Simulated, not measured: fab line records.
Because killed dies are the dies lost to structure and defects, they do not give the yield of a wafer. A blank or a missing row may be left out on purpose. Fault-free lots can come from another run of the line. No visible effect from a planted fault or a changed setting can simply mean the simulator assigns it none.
A lot that was struck, set against a sound lot	flow nand harc	14 steps out of a route of 1159
Sound: wafers L251.1, L251.2, L251.4. The struck wafers were L270.4, L270.5, L270.6. At the end, the cause is stated.
Each step with rows lists, per side, the tool, then ch with its chambers, then its first start. Under that, the readings that differ: sound wafers	struck wafers	difference of the means	sigmas: that difference in standard deviations of wafers without a fault.
alike: same words and numbers on both sides, and readings whose means sit less than 2 such deviations apart. not compared: any withheld reading, any reading some wafer has no value for, any bound like >300 that may hide the same value, and any number with overlapping values for which the record gives no deviation.
Wherever a step has rows on one side only, a row that says differs or no value, or a row with sigmas, the two part there. When numbers do not overlap yet have no deviation, they are printed without sigmas and do not part them. Lack of a reading on every wafer of one side parts them only where that side has two or more wafers.

first, 8 steps without rows for these wafers: NHARC_P_BONDPAD_HMDS_02 (time 30 s); NHARC_P_BONDPAD_COAT_36 (time 65 s); NHARC_P_BONDPAD_COAT_03 (resist thk 600 nm); NHARC_P_BONDPAD_SOFTBAKE_04 (time 70 s); NHARC_P_BONDPAD_EBR_05; NHARC_P_BONDPAD_EXPOSE_06 (exposes mask P BPAD); NHARC_P_BONDPAD_PEB_07 (peb time 80 s); NHARC_P_BONDPAD_DEVELOP_08 (time 50 s).
NHARC_P_BONDPAD_CD_MEAS_09 targets a cd of 500 nm.
  sound on cd sem-02 ch 0, day 6 14:55; struck on cd sem-01 ch 0, day 11 00:17
  alike: cd nm
NHARC_P_BONDPAD_OVL_MEAS_38:
  sound: overlay-02 at day 6 15:00; struck: overlay-01 at day 11 00:22
  alike: overlay x nm, overlay y nm
then, 1 step without rows for these wafers: NHARC_P_BONDPAD_HARDBAKE_10 (time 65 s).
NHARC_P_BONDPAD_DESCUM_11: chemistry O2, time 3 s.
  sound on rie diel-01 ch 1,2,3, day 6 15:08; struck on rie diel-01 ch 0,2,3, day 11 00:31
  alike: drypump motor current A, oes product au, rf vpp V, showerhead plenum p Torr, throttle valve pct
  not compared: rf hours counter h
NHARC_P_BONDPAD_ETCH_37: etches the open film in N2/H2, target depth 60 nm, overetch 18 nm, time 65.91 s.
  sound on rie diel-01 ch 1,2,3, day 6 15:18; struck on rie diel-01 ch 0,1, day 11 00:35
reading	sound	struck	difference	sigmas
run length s (s)	86.5 87.0 88.1	68.5 69.1 69.2	-18.3	-39
  alike: drypump motor current A, n2 flow sccm, oes product au, rf vpp V, showerhead plenum p Torr, throttle valve pct
  not compared: rf hours counter h
NHARC_P_BONDPAD_ETCH_12: etches the open film in CHF3/O2, target depth 200 nm, time 100 s.
  sound on rie diel-01 ch 0,1,2; struck on rie diel-01 ch 1,2,3
  alike: drypump motor current A, oes product au, rf vpp V, run length s, showerhead plenum p Torr, throttle valve pct
  not compared: rf hours counter h

WHERE THEY PART
Only at NHARC_P_BONDPAD_ETCH_37, within this record. Later steps at which nothing parts them and some readings are alike: NHARC_P_BONDPAD_ETCH_12.

WHY: what had been put in by the simulator
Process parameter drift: rie diel-01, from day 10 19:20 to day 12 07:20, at NHARC_P_BONDPAD_ETCH_37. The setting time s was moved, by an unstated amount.
